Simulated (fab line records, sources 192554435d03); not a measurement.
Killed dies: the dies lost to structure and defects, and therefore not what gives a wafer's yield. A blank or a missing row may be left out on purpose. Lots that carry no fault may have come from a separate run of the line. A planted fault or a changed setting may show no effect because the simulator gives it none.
fab line records	flow n5-finfet
record lots=11	wafers=31	last-day=18
route steps=1938 shown BEOL_M4@1111 BEOL_M5@1170 PASSIVATION@1936
lots that met no fault: from a run of the same line without faults
start-h: hours from the record's first day to the start of the lot's first wafer shown	wait-h: hours since the lot's step before	" unchanged from the row above	L1.1+2: a single row standing in for several wafers	- either no value or no given start	* or withheld: withheld	< > ~ a bound
route shown NAME@n: a module of which the file shows steps, and the number in the route of the first	usual: mean and standard deviation over wafers with no fault	same: alike in all rows	chamber/n: place in a boat	sites: each site's reading	_std_site: their standard deviation	_edge_site: the outer-site mean with the inner-site mean subtracted	radius-mm: for every site, how far away it sits from the centre of the wafer	mask NAME#n: copy n	behind: the most recent tool/chamber to have shaped the wafer	hold: why the lot went on hold/how many hours it stayed there/how the hold came to an end	device: whichever transistor did not switch (one of n, p or np)	end of line: tests of these same wafers at the route's end	a step without rows: its recipe alone	killed: count of dies lost to structure and defects at first sort (not the wafer's yield)	map: the dies of a wafer, with x for killed, . for not killed, _ for no die there
set.NAME: the setting the step ran with; set.NAME@STEP: the setting that earlier step ran with	model.NAME: the simulator's own value behind a step, which no gauge read
one table for each step of the route and one row for each wafer, over a sample of lots
services: when a tool's chamber went out of use (start-h, in hours from the record's first day, below 0 if earlier), for how many hours, and the reason
## steps
# step N5_BEOL_M4_RC_MEAS_101
# usual DIBL_N=35.6/1.7	DIBL_P=35.0/2	IOFF_N=0.148/0.027	IOFF_P=0.19/0.032	ION_N=671/14	ION_P=460/9.1	SS_N=71.3/0.62	SS_P=73.0/0.64	VT_N=251/3.2	VT_P=-251.5/2.9
lot.wafer	tool	chamber	start-h	wait-h	DIBL_N[mV/V]	DIBL_P[mV/V]	IOFF_N[nA/um]	IOFF_P[nA/um]	ION_N[uA/um]	ION_P[uA/um]	SS_N[mV/dec]	SS_P[mV/dec]	VT_N[mV]	VT_P[mV]
L484.1	prober-02	0	206.69	0.0	35.8	35.7	0.130	0.19	668	468	71.9	73.4	254	-254.1
L484.3	"	0	"	"	36.6	36.2	0.139	0.19	668	458	72.6	73.5	254	-254.3
L482.1	prober-01	0	207.20	0.0	38.2	38.9	0.168	0.20	692	473	72.1	73.6	250	-252.7
L482.3	"	0	"	"	38.3	39.4	0.180	0.22	685	466	71.9	73.4	248	-253.7
L482.6	"	0	"	"	37.6	38.2	0.164	0.20	687	465	71.9	73.0	249	-252.6
L487.4	prober-02	0	217.85	0.5	35.9	36.2	0.157	0.23	663	458	71.7	73.0	250	-249.4
L487.5	"	0	"	"	35.4	35.7	0.155	0.22	680	465	71.7	72.7	249	-250.6
L489.2	prober-01	0	249.09	0.6	34.4	36.7	0.149	0.25	679	471	71.1	74.1	249	-246.7
L489.5	"	0	"	"	31.1	31.3	0.094	0.16	650	460	71.0	71.8	257	-249.5
L489.6	"	0	"	"	35.0	36.3	0.163	0.24	687	472	71.4	73.4	248	-247.2
L491.2	prober-02	0	253.14	0.2	36.1	36.8	0.198	0.24	690	472	71.4	74.1	244	-246.3
L491.3	"	0	"	"	34.2	34.5	0.147	0.21	670	464	71.4	73.5	250	-245.1
L491.6	"	0	"	"	33.9	33.6	0.139	0.19	672	457	71.4	72.5	249	-250.3
L495.1	prober-02	0	281.83	0.0	35.9	36.6	0.155	0.21	679	463	71.0	73.1	251	-250.7
L495.2	"	0	"	"	38.4	38.6	0.197	0.24	670	449	71.7	73.7	247	-249.5
L495.6	"	0	"	"	35.4	34.7	0.136	0.18	680	463	70.7	72.6	254	-251.3
L497.2	prober-01	0	296.66	0.2	34.2	33.0	0.118	0.15	657	449	70.2	72.0	253	-255.5
L497.4	"	0	"	"	36.4	35.6	0.160	0.19	690	466	71.7	72.1	248	-253.0
L497.6	"	0	"	"	36.4	35.6	0.148	0.18	669	454	70.8	72.8	253	-252.2
L496.1	prober-02	0	298.58	0.0	35.0	32.2	0.118	0.14	656	448	70.8	72.2	253	-256.9
L496.4	"	0	"	"	37.1	34.9	0.149	0.17	654	444	71.8	72.8	253	-253.6
L496.5	"	0	"	"	35.3	33.1	0.121	0.15	657	449	71.0	72.8	255	-253.0
L500.4	prober-02	0	308.85	0.5	34.3	32.5	0.125	0.17	661	453	71.1	72.1	250	-253.9
L500.5	"	0	"	"	36.1	34.7	0.166	0.21	677	458	71.4	72.9	245	-248.5
L500.6	"	0	"	"	33.4	31.5	0.114	0.16	662	460	70.9	71.8	254	-254.1
L502.2	prober-02	0	321.94	0.2	37.7	37.6	0.200	0.22	701	468	71.8	74.1	246	-253.1
L502.3	"	0	"	"	35.9	35.5	0.155	0.19	679	458	71.2	73.3	249	-251.3
L502.6	"	0	"	"	36.3	36.0	0.166	0.20	681	456	71.3	73.6	245	-250.3
L501.1	prober-01	0	322.01	0.0	37.0	37.4	0.156	0.22	677	472	71.3	73.3	250	-251.2
L501.3	"	0	"	"	36.2	35.8	0.144	0.18	680	464	71.2	72.3	251	-253.6
L501.5	"	0	"	"	34.6	33.7	0.120	0.16	668	462	69.9	72.6	254	-252.9
# step N5_BEOL_M5_DEGAS_44
# recipe ambient=vacuum	temp-c=250	time-s=60
# usual heater-power-w=331/35
lot.wafer	tool	chamber	start-h	wait-h	heater-power-w
L484.1	pvd-sputter-02	-	217.44	0.3	337
L484.3	"	-	"	"	313
L482.1	pvd-sputter-01	-	217.55	0.3	387
L482.3	"	-	"	"	319
L482.6	"	-	"	"	322
L487.4	pvd-sputter-01	-	224.79	0.4	313
L487.5	"	-	"	"	312
L489.2	pvd-sputter-02	-	254.08	0.2	292
L489.5	"	-	"	"	329
L489.6	"	-	"	"	341
L491.2	pvd-sputter-02	-	261.29	0.2	336
L491.3	"	-	"	"	313
L491.6	"	-	"	"	305
L495.1	pvd-sputter-01	-	289.85	0.4	263
L495.2	"	-	"	"	385
L495.6	"	-	"	"	393
L496.1	pvd-sputter-01	-	304.90	0.4	323
L496.4	"	-	"	"	273
L496.5	"	-	"	"	399
L497.2	pvd-sputter-01	-	305.80	0.9	392
L497.4	"	-	"	"	314
L497.6	"	-	"	"	315
L500.4	pvd-sputter-03	-	314.19	0.9	381
L500.5	"	-	"	"	388
L500.6	"	-	"	"	324
L502.2	pvd-sputter-02	-	329.56	0.3	315
L502.3	"	-	"	"	327
L502.6	"	-	"	"	310
L501.1	pvd-sputter-02	-	330.22	0.5	325
L501.3	"	-	"	"	340
L501.5	"	-	"	"	338
# step N5_BEOL_M5_SPUTTER_48
# recipe material=Cu	target-thk-a=150	temp-c=-20	chamber-pressure-pa=0.07	power-w=withheld	time-s=27.62
# usual chamber-pressure-pa=0.06999/0.00015	throttle-valve-pct=30.1/1.3
lot.wafer	tool	chamber	start-h	wait-h	chamber-pressure-pa	throttle-valve-pct
L484.1	pvd-sputter-02	-	218.61	0.6	0.07011	29.5
L484.3	"	-	"	"	0.07006	30.7
L482.1	pvd-sputter-03	-	220.66	2.3	0.06997	33.4
L482.3	"	-	"	"	0.07006	30.1
L482.6	"	-	"	"	0.06995	33.8
L487.4	pvd-sputter-01	-	225.38	0.0	0.06978	28.9
L487.5	"	-	"	"	0.07002	31.1
L489.2	pvd-sputter-01	-	256.92	2.1	0.06988	29.7
L489.5	"	-	"	"	0.07008	30.8
L489.6	"	-	"	"	0.07022	31.2
L491.2	pvd-sputter-02	-	261.96	0.1	0.06995	29.5
L491.3	"	-	"	"	0.07013	31.1
L491.6	"	-	"	"	0.0702	31.0
L495.1	pvd-sputter-03	-	290.94	0.3	0.07035	29.4
L495.2	"	-	"	"	0.07003	27.6
L495.6	"	-	"	"	0.07002	29.4
L496.1	pvd-sputter-02	-	305.63	0.2	0.07003	30.4
L496.4	"	-	"	"	0.06994	30.8
L496.5	"	-	"	"	0.06995	31.0
L497.2	pvd-sputter-01	-	307.98	0.3	0.06999	31.0
L497.4	"	-	"	"	0.07014	28.9
L497.6	"	-	"	"	0.06992	28.8
L500.4	pvd-sputter-03	-	315.05	0.1	0.07011	29.4
L500.5	"	-	"	"	0.07009	27.5
L500.6	"	-	"	"	0.07027	29.8
L502.2	pvd-sputter-02	-	330.40	0.1	0.07018	30.8
L502.3	"	-	"	"	0.06988	29.9
L502.6	"	-	"	"	0.06985	30.9
L501.1	pvd-sputter-03	-	331.16	0.1	0.07015	27.5
L501.3	"	-	"	"	0.07024	29.6
L501.5	"	-	"	"	0.07007	27.3
# step N5_BEOL_M5_ANNEAL_82
# recipe temp-c=400	time-s=1800	ambient=vacuum
# usual heater-power-w=832/82
lot.wafer	tool	chamber	start-h	wait-h	heater-power-w
L484.1	pvd-sputter-02	-	219.77	0.0	816
L484.3	"	-	"	"	823
L482.1	pvd-sputter-03	-	221.82	0.0	927
L482.3	"	-	"	"	782
L482.6	"	-	"	"	937
L487.4	pvd-sputter-01	-	226.55	0.0	784
L487.5	"	-	"	"	950
L489.2	pvd-sputter-01	-	258.08	0.0	754
L489.5	"	-	"	"	653
L489.6	"	-	"	"	974
L491.2	pvd-sputter-02	-	263.12	0.0	811
L491.3	"	-	"	"	769
L491.6	"	-	"	"	783
L495.1	pvd-sputter-03	-	292.11	0.0	961
L495.2	"	-	"	"	822
L495.6	"	-	"	"	971
L496.1	pvd-sputter-02	-	306.80	0.0	841
L496.4	"	-	"	"	777
L496.5	"	-	"	"	767
L497.2	pvd-sputter-01	-	309.15	0.0	969
L497.4	"	-	"	"	795
L497.6	"	-	"	"	791
L500.4	pvd-sputter-03	-	316.22	0.0	981
L500.5	"	-	"	"	851
L500.6	"	-	"	"	979
L502.2	pvd-sputter-02	-	331.57	0.0	800
L502.3	"	-	"	"	833
L502.6	"	-	"	"	779
L501.1	pvd-sputter-03	-	332.32	0.0	851
L501.3	"	-	"	"	933
L501.5	"	-	"	"	855
# step N5_BEOL_M5_DEP_56
# recipe material=SiCN	target-thk-a=80	temp-c=withheld	precursor=3MS/NH3	pressure-torr=3	rf-w=202	time-s=14
# usual chamber-pressure-Torr=3.000/0.0067	rf-fwd-power-W=199.8/0.77	showerhead-plenum-p-Torr=3.661/0.014	throttle-valve-pct=9.0/0.34
lot.wafer	tool	chamber	start-h	wait-h	chamber-pressure-Torr	rf-fwd-power-W	showerhead-plenum-p-Torr	throttle-valve-pct
L484.1	pecvd-02	2	223.94	0.0	3.012	200.1	3.678	8.9
L484.3	"	1	"	"	2.998	200.3	3.664	9.2
L482.1	pecvd-01	1	226.04	0.0	2.988	199.9	3.664	9.6
L482.3	"	0	"	"	2.994	200.4	3.634	9.0
L482.6	"	1	"	"	3.006	199.0	3.656	9.5
L487.4	pecvd-02	1	230.73	0.0	2.994	199.3	3.658	9.3
L487.5	"	2	"	"	3.014	200.5	3.675	8.9
L489.2	pecvd-02	1	262.78	0.0	2.992	200.4	3.665	9.2
L489.5	"	0	"	"	2.999	198.2	3.671	8.9
L489.6	"	2	"	"	3.002	200.7	3.677	8.9
L491.2	pecvd-01	0	267.34	0.0	3.006	199.7	3.632	8.9
L491.3	"	2	"	"	3.011	199.0	3.645	8.5
L491.6	"	1	"	"	3.010	200.3	3.651	9.3
L495.1	pecvd-03	2	296.28	0.0	-	-	-	-
L495.2	"	0	"	"	-	-	-	-
L495.6	"	2	"	"	-	-	-	-
L496.1	pecvd-01	1	310.97	0.0	-	-	-	-
L496.4	"	0	"	"	-	-	-	-
L496.5	"	1	"	"	-	-	-	-
L497.2	pecvd-03	2	313.39	0.0	-	-	-	-
L497.4	"	1	"	"	-	-	-	-
L497.6	"	0	"	"	-	-	-	-
L500.4	pecvd-03	0	320.95	0.0	2.995	198.7	3.649	8.8
L500.5	"	1	"	"	3.008	199.9	3.678	9.5
L500.6	"	2	"	"	3.001	201.3	3.668	8.8
L502.2	pecvd-02	2	335.73	0.0	3.012	200.5	3.681	9.0
L502.3	"	1	"	"	2.998	199.3	3.658	9.5
L502.6	"	2	"	"	3.005	200.5	3.680	9.0
L501.1	pecvd-01	2	336.59	0.0	2.997	198.7	3.649	8.5
L501.3	"	0	"	"	2.996	199.6	3.644	9.1
L501.5	"	1	"	"	3.006	200.7	3.646	9.6
# step N5_PASSIVATION_PROBE_49
# usual defect-limited-yield=91.2/1.6	killed_at_M0_to_M3=35/11	killed_at_M4_up=14/5.4	killed-at-contacts=13/6	killed-at-front-end=38/11	killed-at-other=3.4/2.6	killed-dies=104/19	killed-on-rim=13/3.9	killed-open=68/13	killed-short=34/8.5	sort_bin_5_function=5.1/1	sort_bin_6_memory=3.3/0.72	sort_bin_8_speed=0.1/0.9	sort-n-pass=1075/22	sort-yield-pct=91.1/1.9
# same gross-dies=1180	killed-at-back-side=0	sort_bin_4_leakage[%]=0
lot.wafer	tool	chamber	start-h	wait-h	defect-limited-yield[%]	killed_at_M0_to_M3	killed_at_M4_up	killed-at-contacts	killed-at-front-end	killed-at-other	killed-dies	killed-on-rim	killed-open	killed-short	sort_bin_5_function[%]	sort_bin_6_memory[%]	sort_bin_8_speed[%]	sort-n-pass	sort-yield-pct[%]
L495.1	prober-01	-	396.43	0.0	0	40	1051	21	66	2	1180	152	89	51	95.0	4.6	0	0	0
L495.2	prober-01	-	396.48	0.1	0	44	1080	4	51	1	1180	152	81	35	96.0	3.6	0	0	0
L495.6	prober-01	-	396.68	0.3	0	36	1064	24	55	1	1180	152	100	38	95.8	3.6	0	0	0
L497.2	prober-02	-	408.33	0.1	0	37	1101	16	23	3	1180	152	72	24	96.7	3.0	0	0	0
L497.4	prober-02	-	408.43	0.2	0	67	1057	24	30	2	1180	152	97	43	94.4	5.1	0	0	0
L497.6	prober-02	-	408.53	0.3	0	35	1104	10	28	3	1180	152	63	18	97.5	2.3	0	0	0
L496.1	prober-01	-	410.23	0.0	0	22	1080	26	47	5	1180	152	69	41	95.5	4.2	0	0	0
L496.4	prober-01	-	410.38	0.2	0	38	1084	19	38	1	1180	152	77	35	96.0	3.4	0	0	0
L496.5	prober-01	-	410.43	0.2	0	34	1098	14	31	3	1180	152	63	31	96.8	3.0	0	0	0
# killed by level:class
L495.1 BEOL_M5:area-dep=1038 FIN_SAQP:geometric-particle:open=19 BEOL_M0_SAQP:geometric-particle:open=15 FIN_SAQP:geometric-particle:short=14 MOL_CONTACT_COAG:geometric-particle:open=13 GATE_CUT:geometric-particle:short=9 MOL_CONTACT_COAG:geometric-particle:short=8 BEOL_M4:geometric-particle:open=7
L495.2 BEOL_M5:area-dep=1063 FIN_SAQP:geometric-particle:open=18 BEOL_M2:geometric-particle:open=15 STI_FIN_REVEAL:geometric-particle:open=9 FIN_SAQP:geometric-particle:short=7 BEOL_M0_SAQP:geometric-particle:open=7 BEOL_M0_SAQP:geometric-particle:short=6 BEOL_M4:geometric-particle:open=5
L495.6 BEOL_M5:area-dep=1041 MOL_CONTACT_COAG:geometric-particle:open=20 FIN_SAQP:geometric-particle:open=19 BEOL_M4:geometric-particle:open=17 FIN_SAQP:geometric-particle:short=12 BEOL_M0_SAQP:geometric-particle:short=9 BEOL_M0_SAQP:geometric-particle:open=9 GATE_CUT:geometric-particle:open=8
L497.2 BEOL_M5:area-dep=1084 BEOL_M2:geometric-particle:open=17 MOL_CONTACT_COAG:geometric-particle:open=12 FIN_SAQP:geometric-particle:open=8 BEOL_M4:geometric-particle:open=7 FIN_SAQP:geometric-particle:short=4 DUMMY_GATE:geometric-particle:open=4 MOL_CONTACT_COAG:geometric-particle:short=4
L497.4 BEOL_M5:area-dep=1038 MOL_CONTACT_COAG:geometric-particle:open=18 BEOL_M2:geometric-particle:open=18 BEOL_M0_SAQP:geometric-particle:short=18 STI_FIN_REVEAL:geometric-particle:open=11 BEOL_M0_SAQP:geometric-particle:open=10 BEOL_M1:geometric-particle:open=10 BEOL_M4:geometric-particle:open=10
L497.6 BEOL_M5:area-dep=1099 BEOL_M2:geometric-particle:open=20 FIN_SAQP:geometric-particle:open=8 MOL_CONTACT_COAG:geometric-particle:open=8 BEOL_M0_SAQP:geometric-particle:open=7 FIN_SAQP:geometric-particle:short=6 STI_FIN_REVEAL:geometric-particle:open=5 BEOL_M3:geometric-particle:open=4
L496.1 BEOL_M5:area-dep=1069 MOL_CONTACT_COAG:geometric-particle:open=22 STI_FIN_REVEAL:geometric-particle:open=13 FIN_SAQP:geometric-particle:short=8 STI_FIN_REVEAL:geometric-particle:short=7 BEOL_M0_SAQP:geometric-particle:open=7 GATE_CUT:geometric-particle:short=6 BEOL_M2:geometric-particle:open=5
L496.4 BEOL_M5:area-dep=1067 MOL_CONTACT_COAG:geometric-particle:open=16 STI_FIN_REVEAL:geometric-particle:open=10 BEOL_M0:geometric-particle:open=9 BEOL_M2:geometric-particle:open=9 GATE_CUT:geometric-particle:short=6 BEOL_M4:geometric-particle:open=6 BEOL_M3:geometric-particle:open=6
L496.5 BEOL_M5:area-dep=1086 BEOL_M0_SAQP:geometric-particle:open=14 MOL_CONTACT_COAG:geometric-particle:open=11 FIN_SAQP:geometric-particle:open=7 GATE_CUT:geometric-particle:short=7 BEOL_M0_SAQP:geometric-particle:short=6 FIN_SAQP:geometric-particle:short=5 BEOL_M2:geometric-particle:open=5
## services
tool	chamber	start-h	hours	kind
pecvd-01	2	202.43	-	clean
pecvd-01	2	202.43	-	consumable-replace:showerhead
pecvd-01	2	202.43	29.0	scheduled-down
pecvd-01	2	202.43	29.0	vent-cycle
pecvd-03	-	203.07	0.6	repair
pvd-sputter-02	-	207.13	4.6	repair
pecvd-02	-	213.43	0.8	repair
pecvd-01	1	232.63	-	calibration
pvd-sputter-03	-	239.40	1.2	repair
pecvd-03	2	241.42	8.2	repair
pecvd-02	1	295.80	5.9	repair
pecvd-03	2	302.47	2.1	scheduled-down
pecvd-03	0	306.33	5.5	scheduled-down
## key
first-sign step=N5_BEOL_M5_DEP_56	reading=tool-record	direction=missing
effect step=N5_PASSIVATION_PROBE_49	reading=killed_at_M4_up	direction=up	sigmas=99+	usual=14	struck=1080
more-kills-born-at N5_BEOL_M5_DEP_56@pecvd-03=6363	N5_BEOL_M5_DEP_56@pecvd-01=3222
met-at N5_BEOL_M5_DEP_56
struck-lots L495,L496,L497
later-rows-left-out L495.1,L495.2,L495.6,L496.1,L496.4,L496.5,L497.2,L497.4,L497.6
not-acting-at N5_BEOL_M5_DEGAS_44,N5_BEOL_M5_SPUTTER_48,N5_BEOL_M5_ANNEAL_82
onset-between 267.34 296.28
fault kind=skipped-step-whole	tool=pecvd-01,pecvd-03	chamber=-	onset-h=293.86	steps=N5_BEOL_M5_DEP_56	scope=struck-lots-only
# later-rows-left-out: the simulator's readings of these wafers behind a module that went badly wrong aren't trusted and aren't shown, but for the sort
